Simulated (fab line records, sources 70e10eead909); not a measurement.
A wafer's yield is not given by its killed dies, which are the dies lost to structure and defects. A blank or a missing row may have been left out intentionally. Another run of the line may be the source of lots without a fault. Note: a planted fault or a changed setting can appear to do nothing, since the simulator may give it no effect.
Struck lot and sound lot, side by side	flow nand-harc	15 out of 1159 route steps
Sound: wafers L978.3, L978.4, L978.5. Struck: wafer L981.4 (L981.1, L981.6, from the same lot, were not struck and are left out); the cause is given at the end.
Each step with rows lists, per side, the tool, then ch with its chambers, then its first start. Under that, the readings that differ: sound wafers	struck wafers	difference of the means	sigmas: that difference in standard deviations of wafers without a fault.
alike: same words and numbers on both sides, and readings whose means sit less than 2 such deviations apart. not compared: any withheld reading, any reading some wafer has no value for, any bound like >300 that may hide the same value, and any number with overlapping values for which the record gives no deviation.
Wherever a step has rows on one side only, a row that says differs or no value, or a row with sigmas, the two part there. When numbers do not overlap yet have no deviation, they are printed without sigmas and do not part them. A reading missing from all wafers of one side parts the sides only when that side holds two or more wafers.

first, 1 step without rows for these wafers: NHARC_A_ONON_D1_DEP_00 (target thk 1000 nm).
NHARC_A_ONON_D1_THK_MEAS_02: measures by ellipsometry.
  sound: film-metro-01 at day 9 23:41; struck: film-metro-02 at day 10 18:20
  alike: thk-nm
following that, 1 step holds no rows for these wafers, namely NHARC_A_ONON_D1_DEP_03 (target thickness 1000 nm).
NHARC_A_ONON_D1_THK_MEAS_05: measures by ellipsometry.
  sound: film-metro-02 at day 10 00:15; struck: film-metro-01 at day 10 18:54
  alike: thk-nm
following that, 1 step holds no rows for these wafers, namely NHARC_A_ONON_D1_DEP_06 (target thickness 1000 nm).
NHARC_A_ONON_D1_THK_MEAS_08: measures by ellipsometry.
  sound: film-metro-01 at day 10 00:49; struck: film-metro-01 at day 10 19:28
  alike: thk-nm
following that, 1 step holds no rows for these wafers, namely NHARC_A_ONON_D1_DEP_09 (target thickness 1000 nm).
NHARC_A_ONON_D1_THK_MEAS_11: measures by ellipsometry.
  sound: film-metro-01 at day 10 01:23; struck: film-metro-01 at day 10 20:02
reading	sound	struck	difference	sigmas
thk-nm (nm)	1020 1021 1019	989	-31	-3
following that, 1 step holds no rows for these wafers, namely NHARC_A_ONON_D1_DEP_12 (target thickness 1000 nm).
NHARC_A_ONON_D1_THK_MEAS_14: measures by ellipsometry.
  sound: film-metro-01 at day 10 01:57; struck: film-metro-02 at day 10 20:37
  alike: thk-nm
then, 1 step without rows for these wafers: NHARC_A_ONON_D1_ANNEAL_15 (time 3600 s).
NHARC_A_ONON_D1_DEP_16: target thk 1000 nm.
  sound on pecvd-onon-02 ch 0, day 10 08:42; struck on pecvd-onon-02 ch 0, day 11 03:11
  alike: nh3-flow-sccm
NHARC_A_ONON_D1_THK_MEAS_18: measures by ellipsometry.
  sound: film-metro-01 at day 10 09:06; struck: film-metro-01 at day 11 03:41
reading	sound	struck	difference	sigmas
thk-nm (nm)	1004 1003 1003	1956	+953	+99 or more
following that, 1 step holds no rows for these wafers, namely NHARC_A_ONON_D1_DEP_19 (target thickness 1000 nm).
-- the record jumps here: 11 days lie between the struck wafers' starts before and after (it left off in module A_ONON_D1 and takes up again in module END, whose first step shown is number 1159 of the route) --
NHARC_END_SORT_01:
  the record has rows for the struck wafers here (prober-01 ch 0, day 22 02:32) and none for the sound ones

WHERE THEY PART
Last at NHARC_END_SORT_01 as far as this record goes, first at NHARC_A_ONON_D1_THK_MEAS_11.

WHY: what the simulator had put in
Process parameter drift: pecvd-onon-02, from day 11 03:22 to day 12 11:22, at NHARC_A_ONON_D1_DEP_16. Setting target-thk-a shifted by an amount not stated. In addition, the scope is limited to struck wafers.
